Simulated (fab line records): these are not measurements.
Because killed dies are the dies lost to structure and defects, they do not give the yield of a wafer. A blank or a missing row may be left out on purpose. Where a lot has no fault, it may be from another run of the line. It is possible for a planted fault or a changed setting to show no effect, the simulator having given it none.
Which of the tools did it? | flow n5_finfet | route of 1938 steps, sampled at 1 step: 14 lots, 35 wafers

WHAT THE GAUGES SHOWED, per wafer
N5_ILD0_INSPECT_06: inspects for defects (darkfield). Usual: raw_defect_count reads 36 (standard deviation 15).
lot  | measured    | on                | raw_defect_count | flag
L175 | day 3 23:30 | defect_inspect-02 | 11 21 27         |
L177 | day 4 11:14 | defect_inspect-01 | 23 39            |
L178 | day 4 20:17 | defect_inspect-01 | 54 87            |
L180 | day 5 04:44 | defect_inspect-02 | 53 62            |
L181 | day 5 13:10 | defect_inspect-01 | 22 30 24         |
L182 | day 5 17:02 | defect_inspect-02 | 48 48 25         |
L183 | day 5 21:45 | defect_inspect-02 | 29 13            |
L188 | day 7 04:29 | defect_inspect-02 | 32 53            |
L191 | day 7 21:07 | defect_inspect-02 | 55 46            |
L192 | day 8 04:09 | defect_inspect-02 | 38 13            |
L193 | day 8 09:12 | defect_inspect-01 | 24 28 26         |
L195 | day 9 00:00 | defect_inspect-02 | 29 45 35         |
L196 | day 9 06:47 | defect_inspect-02 | 72 46 50         |
L197 | day 9 15:23 | defect_inspect-02 | 35 35 29         |

EACH LOT AND THE TOOL THAT RAN IT (in order: tool; ch and the chambers of the sampled wafers; start)
No process step before these readings appears in the record.

WHAT THE TOOLS THEMSELVES READ (means of the sampled wafers that have a number; where no wafer has one, the mark that the record gives instead)
The record holds no such reading with a usual standard deviation.

THE ANSWER, worked out from the rows above alone
Rule: a lot counts as off when the mean over its wafers that have a number is more than 3 standard deviations away from the usual mean. Also off: a lot with no number at a reading for which 4 or more lots have one. Where the step has rows for the other lots, those lots are counted as sound. First the gauges in route order, then the tools' own readings, where a lot's mean is used as printed above. The first step at which some lot is off is used, and at that step the reading that is off furthest; a lot without a number counts as furthest.
Nothing can be told from this: no lot is off at any reading shown.

WHAT HAD BEEN PUT IN BY THE SIMULATOR
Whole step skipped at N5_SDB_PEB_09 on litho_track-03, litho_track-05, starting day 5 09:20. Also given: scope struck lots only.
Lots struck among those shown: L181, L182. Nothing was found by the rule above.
